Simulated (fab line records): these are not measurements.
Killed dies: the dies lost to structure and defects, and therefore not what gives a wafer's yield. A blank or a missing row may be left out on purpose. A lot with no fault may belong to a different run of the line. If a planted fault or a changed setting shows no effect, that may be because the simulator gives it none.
Struck lot and sound lot, side by side | flow n5-finfet | 38 steps out of a route of 1938
Sound: these wafers, L585.1, L585.3, L585.5. Struck: wafer L604.5 (left out: L604.1, a lot-mate that was not struck); the cause follows at the end.
For every step that has rows: the tool of each side, followed by ch and its chambers, followed by its first start. Under that, the readings that differ: sound wafers | struck wafers | difference of the means | sigmas: that difference in standard deviations of wafers without a fault.
alike: a reading whose means differ by less than 2 such deviations, as well as words and numbers matching on both sides. not compared: withheld readings; readings where some wafer has no value; bounds like >300 that might hide an equal value; numbers whose values overlap and for which the record gives no deviation.
The two part at a step that has a row with sigmas, a row that says differs or no value, or rows on one side only. Numbers that don't overlap but have no deviation are shown without sigmas and don't part them. Lack of a reading on every wafer of one side parts them only where that side has two or more wafers.

first, 9 steps without rows for these wafers: N5_BEOL_M4_ANNEAL_95 (time 240 s); N5_BEOL_M4_SPUTTER_96 (material Cu, target thk 4.5 nm, time 8.29 s); N5_BEOL_M4_ECD_50 (material Cu, target thk 300 nm); N5_BEOL_M4_ANNEAL_51 (time 90 s); N5_BEOL_M4_CMP_52 (polishes, stops on SiOC, t overpolish 6.8 s, target thk 40 nm); N5_BEOL_M4_PRE_CLEAN_60 (time 15 s); N5_BEOL_M4_CO_CAP_55 (material Co, precursor CCTBA/H2, target thk 2 nm, time 102.1 s); N5_BEOL_M4_PRE_CLEAN_56 (time 15 s); N5_BEOL_M4_DEP_57 (deposits SiCN from 3MS/NH3, target thk 8 nm, time 14 s).
N5_BEOL_M4_RC_MEAS_101:
  sound on prober-01 ch 0, day 8 22:01; struck on prober-01 ch 0, day 14 19:54
  reading       | sound          | struck | difference | sigmas
  DIBL_P (mV/V) | 36.5 32.4 32.4 | 38.2   | +4.4       | +2
  SS_P (mV/dec) | 72.9 72.3 72.4 | 74.4   | +1.9       | +3
  alike: DIBL_N, IOFF_N, IOFF_P, ION_N, ION_P, SS_N, VT_N, VT_P
then, 24 steps without rows for these wafers: N5_BEOL_M5_ILD_DEP_00 (deposits SiCOH lowk from DEMS/porogen, target thk 140.64 nm, time 25.9 s); N5_BEOL_M5_CURE_79 (cures SiCOH lowk, time 240 s); N5_BEOL_M5_PECVD_70 (deposits SiO2 from TEOS/O2, target thk 16 nm, time 18 s); N5_BEOL_M5_HM_DEP_02 (deposits TiN, target thk 20 nm); N5_BEOL_M5_COAT_59 (time 60 s, resist thk 60 nm); N5_BEOL_M5_COAT_60 (time 60 s, resist thk 12 nm); N5_BEOL_M5_COAT_71 (time 60 s, resist thk 5 nm); N5_BEOL_M5_COAT_05 (resist thk 30 nm); N5_BEOL_M5_EBR_07; N5_BEOL_M5_SOFTBAKE_06 (time 60 s); N5_BEOL_M5_EXPOSE_08 (exposes mask M5, target cd 28 nm); N5_BEOL_M5_PEB_09 (peb time 60 s); N5_BEOL_M5_DEVELOP_10 (develop time 30 s); N5_BEOL_M5_DESCUM_16 (chemistry O2, time 7 s); N5_BEOL_M5_ETCH_72 (etches underlayer in N2/H2, target depth 6.5 nm, time 5.2 s); N5_BEOL_M5_ETCH_61 (etches SiARC in CF4, target depth 15.6 nm, time 26 s); N5_BEOL_M5_ETCH_62 (etches SOC in N2/H2, target depth 75 nm, overetch 15 nm, time 112.5 s); N5_BEOL_M5_STRIP_63 (strips in N2/H2); N5_BEOL_M5_STRIP_73 (strips in N2/H2); N5_BEOL_M5_STRIP_64 (strips in CF4); N5_BEOL_M5_HM_OPEN_17 (chemistry Cl2/BCl3, target TiN, target depth 20 nm, overetch 6 nm); N5_BEOL_M5_STRIP_19 (strips in O2); N5_BEOL_M5_COAT_65 (time 60 s, resist thk 60 nm); N5_BEOL_M5_COAT_66 (time 60 s, resist thk 12 nm).
N5_BEOL_M5_CMP_52: polishes, stops on SiCOH lowk, t overpolish 6.9 s, target thk 62 nm.
  sound on cmp-04 ch 0,3, day 9 11:01; struck on cmp-04 ch 2, day 15 09:19
  reading                      | sound             | struck | difference | sigmas
  barrier-field-endpoint-s (s) | 24.0 24.6 24.9    | 41.3   | +16.8      | +26
  overpolish-run-s (s)         | 6.900 6.894 6.885 | 0.030  | -6.863     | -99 or more
  time-to-endpoint-s (s)       | 62 60 61          | 81     | +20        | +6
  alike: head-pressure-psi, motor-current-A, slurry-flow-ml-min
N5_BEOL_M5_THK_MEAS_53: measures by xrf.
  sound: film-metro-02 at day 9 11:19; struck: film-metro-01 at day 15 09:35
  reading     | sound          | struck | difference | sigmas
  M5_THK (nm) | 59.9 62.2 59.0 | 172.9  | +112.5     | +56
N5_BEOL_M5_INSPECT_58: inspects for defects (darkfield).
  sound: defect-inspect-02 at day 9 11:40; struck: defect-inspect-02 at day 15 09:57
  reading          | sound    | struck | difference | sigmas
  raw-defect-count | 82 81 78 | 1916   | +1836      | +80
-- record jumps: 3 days separate the struck wafers' starts on either side; left off in module BEOL_M5, taken up again in module PASSIVATION, whose first shown step is the route's number 1936 --
N5_PASSIVATION_PROBE_49:
  sound: prober-01 at day 13 06:07; struck: prober-01 at day 18 20:16
  reading                  | sound          | struck | difference | sigmas
  defect-limited-yield (%) | 92.5 92.5 89.8 | 0      | -92        | -65
  killed_at_M4_up          | 8 14 14        | 1094   | +1082      | +99 or more
  killed-at-contacts       | 24 21 26       | 10     | -14        | -2
  killed-dies              | 88 88 120      | 1180   | +1081      | +64
  killed-on-rim            | 10 9 16        | 152    | +140       | +33
  sort-n-pass              | 1092 1092 1060 | 0      | -1081      | -64
  sort-yield-pct (%)       | 92.5 92.5 89.8 | 0      | -92        | -65
  alike: killed_at_M0_to_M3, killed-at-front-end, killed-at-other, killed-open, killed-short, sort_bin_5_function, sort_bin_6_memory, sort_bin_8_speed

== WHERE THEY PART ==
Earliest at N5_BEOL_M4_RC_MEAS_101; latest, in this record, at N5_PASSIVATION_PROBE_49.

WHY: the cause the simulator had injected
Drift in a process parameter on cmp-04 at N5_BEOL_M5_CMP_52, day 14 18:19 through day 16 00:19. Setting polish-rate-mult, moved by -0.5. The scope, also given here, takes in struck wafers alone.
